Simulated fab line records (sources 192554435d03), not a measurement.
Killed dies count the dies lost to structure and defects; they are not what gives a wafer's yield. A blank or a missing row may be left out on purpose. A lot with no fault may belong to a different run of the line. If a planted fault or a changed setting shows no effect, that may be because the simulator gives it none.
A struck lot beside a sound one ; flow n5Finfet ; 18 steps out of a route of 1938
Sound: wafers L951.1, L951.5, L951.6. Wafers struck: L962.1, L962.5. The cause is given at the end.
For every step that has rows: the tool of each side, followed by ch and its chambers, followed by its first start. Under that, the readings that differ: sound wafers ; struck wafers ; difference of the means ; sigmas: that difference in standard deviations of wafers without a fault.
alike: readings whose means differ by less than 2 such deviations, and words and numbers that are the same on both sides. not compared: withheld readings, readings that some wafer has no value for, bounds like >300 that may hide the same value, and numbers for which the record gives no deviation and whose values overlap.
Wherever a step has rows on one side only, a row that says differs or no value, or a row with sigmas, the two part there. When numbers do not overlap yet have no deviation, they are printed without sigmas and do not part them. Lack of a reading on every wafer of one side parts them only where that side has two or more wafers.

first, 5 steps without rows for these wafers: N5_SD_EPI_N_EBR_05; N5_SD_EPI_N_SOFTBAKE_04 (time 60 s); N5_SD_EPI_N_EXPOSE_06 (exposes mask SD N BLK, target cd 120 nm); N5_SD_EPI_N_PEB_07 (peb time 60 s); N5_SD_EPI_N_DEVELOP_08 (develop time 30 s).
N5_SD_EPI_N_CD_MEAS_09: the cd target is 120 nm.
  sound on cdSem-02 ch 0, day 3 18:10; struck on cdSem-01 ch 0, day 6 14:11
  alike: cdNm
N5_SD_EPI_N_OVL_MEAS_10:
  sound on overlay-02 ch 0, day 3 18:12; struck on overlay-01 ch 0, day 6 14:13
  alike: SD_N_BLK_OVL
N5_SD_EPI_N_INSPECT_11: inspects for defects (macro).
  struck on defectInspect-01, day 6 14:15; sound on defectInspect-02, day 3 18:14
  alike: rawDefectCount
N5_SD_EPI_N_DESCUM_14: chemistry O2, time 7.9 s.
  sound on rieDiel-02 ch 1,2,3, day 3 18:16; struck on rieDiel-06 ch 0,3, day 6 14:17
  alike: drypumpMotorCurrentA, oesProductAu, rfFwdPowerW, rfVppV, showerheadPlenumPTorr, throttleValvePct
  not compared: rfHoursCounterH
N5_SD_EPI_N_ETCH_34: etches SiARC in CF4, target depth 45.5 nm, time 75.8 s.
  sound on rieDiel-02 ch 1,2,3, day 3 18:17; struck on rieDiel-06 ch 0,3, day 6 14:19
  alike: drypumpMotorCurrentA, etchRfOnTimeS, oesProductAu, rfFwdPowerW, rfVppV, showerheadPlenumPTorr, throttleValvePct
  not compared: rfHoursCounterH
N5_SD_EPI_N_ETCH_35: etches SOC in N2/H2, overetch 108 nm, time 486 s.
  sound on rieDiel-02 ch 1,2,3, day 3 18:21; struck on rieDiel-06 ch 0,3, day 6 14:22
  alike: drypumpMotorCurrentA, oesProductAu, rfFwdPowerW, rfVppV, showerheadPlenumPTorr, throttleValvePct
  not compared: rfHoursCounterH
then, 1 step without rows for these wafers: N5_SD_EPI_N_STRIP_36 (strips in N2/H2).
N5_SD_EPI_N_ETCHBACK_44: etches SiNx in CH3F/O2, stops on SiO2, target depth 14.5 nm.
  sound on rieDiel-02 ch 1,2,3, day 3 18:41; struck on rieDiel-06 ch 0,3, day 6 14:42
reading;sound;struck;difference;sigmas
model.SiARC_of_SD_EPI_N_COAT_33.thkNm (nm);16.4 16 15.8;12.6 12.8;-3.4;
  alike: drypumpMotorCurrentA, oesProductAu, rfFwdPowerW, rfVppV, showerheadPlenumPTorr, throttleValvePct
  not compared: rfHoursCounterH
N5_SD_EPI_N_ETCH_45: etches SiOCN in CH3F/O2, target depth 6 nm.
  sound on rieDiel-02 ch 1,2,3, day 3 18:47; struck on rieDiel-06 ch 0,3, day 6 14:48
  alike: drypumpMotorCurrentA, oesProductAu, rfFwdPowerW, rfVppV, showerheadPlenumPTorr, throttleValvePct
  not compared: rfHoursCounterH
N5_SD_EPI_N_ETCH_16: etches SiO2 in CHF3/O2, target depth 5 nm.
  sound on rieDiel-02 ch 1,2,3, day 3 18:53; struck on rieDiel-06 ch 0,3, day 6 14:54
reading;sound;struck;difference;sigmas
model.SiARC_of_SD_EPI_N_COAT_33.thkNm (nm);12.8 12.4 12.2;8.8 9;-3.6;
  alike: drypumpMotorCurrentA, oesProductAu, rfFwdPowerW, rfVppV, showerheadPlenumPTorr, throttleValvePct
  not compared: rfHoursCounterH
then, 1 step without rows for these wafers: N5_SD_EPI_N_STRIP_47 (strips in CHF3/O2).
-- record jumps: 5 days separate the struck wafers' starts on either side; left off in module SD_EPI_N, taken up again in module BEOL_M4, whose first shown step is the route's number 1111 --
N5_BEOL_M4_RC_MEAS_101:
  sound on prober-02 ch 0, day 8 13:46; struck on prober-02 ch 0, day 11 06:31
reading;sound;struck;difference;sigmas
ION_P (uA/um);470 480 477;462 457;-16;-2
SS_N (mV/dec);71.1 71.0 70.8;72.6 72.1;+1.4;+2
  alike: DIBL_N, DIBL_P, IOFF_N, IOFF_P, ION_N, SS_P, VT_N, VT_P
-- record jumps: 4 days separate the struck wafers' starts on either side; left off in module BEOL_M4, taken up again in module PASSIVATION, whose first shown step is the route's number 1936 --
N5_PASSIVATION_PROBE_49:
  rows exist in the record for the struck wafers here (prober-02, day 15 12:58), but not for the sound ones

WHERE THEY PART
At N5_BEOL_M4_RC_MEAS_101 first; at N5_PASSIVATION_PROBE_49 last (within this record only).

WHY: the cause the simulator had injected
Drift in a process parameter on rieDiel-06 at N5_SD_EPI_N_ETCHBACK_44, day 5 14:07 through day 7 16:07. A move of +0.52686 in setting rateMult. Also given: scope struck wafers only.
